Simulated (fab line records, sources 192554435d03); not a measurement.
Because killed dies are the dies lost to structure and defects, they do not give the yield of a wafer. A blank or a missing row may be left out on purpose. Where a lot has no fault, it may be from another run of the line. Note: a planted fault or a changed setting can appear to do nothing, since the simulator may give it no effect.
Chamber matching    flow n5_finfet    rie_diel-06 running N5_BEOL_M4_ETCH_63: 4 sister chambers
The step etches SiARC in CF4, target depth 15.6 nm, time 26 s. 4 wafers are shown with their chamber, then 7 later ones without.

== WAFERS WITH THEIR CHAMBER ==
wafer   chamber  throttle_valve_pct (%)
L079.1  1        15.64
L079.2  2        15.66
L081.2  3        15.21
L081.4  0        15.86

== WAFERS WITHOUT THEIR CHAMBER ==
wafer   throttle_valve_pct (%)
L081.5  15.21
L088.1  15.69
L088.2  15.24
L088.4  15.86
L092.1  15.72
L092.2  15.89
L092.5  15.89

== WHICH CHAMBER EACH WENT THROUGH ==
wafer   from the rows above      in truth
L081.5  3                        3
L088.1  can't be placed: 2 or 1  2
L088.2  3                        3
L088.4  0                        0
L092.1  can't be placed: 2 or 1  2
L092.2  0                        0
L092.5  0                        0
Correct placement for 5 of the 7. Unplaceable from these rows: 2, with the true chamber sitting among the candidates in 2. Wrongly placed: 0.
How it was worked out, from the rows above alone: a wafer's distance from a chamber is the root of the sum, over the readings, of the square of ((its reading less the chamber's mean) divided by the reading's scatter). If the next closest chamber is less than 2 further off than the closest, the wafer can't be placed; otherwise it belongs to the closest. The mean given for a chamber averages the wafers shown for that chamber. The scatter: with one shown wafer a chamber, the root of the mean of the squares of how far each hidden wafer lies from its nearest shown one.
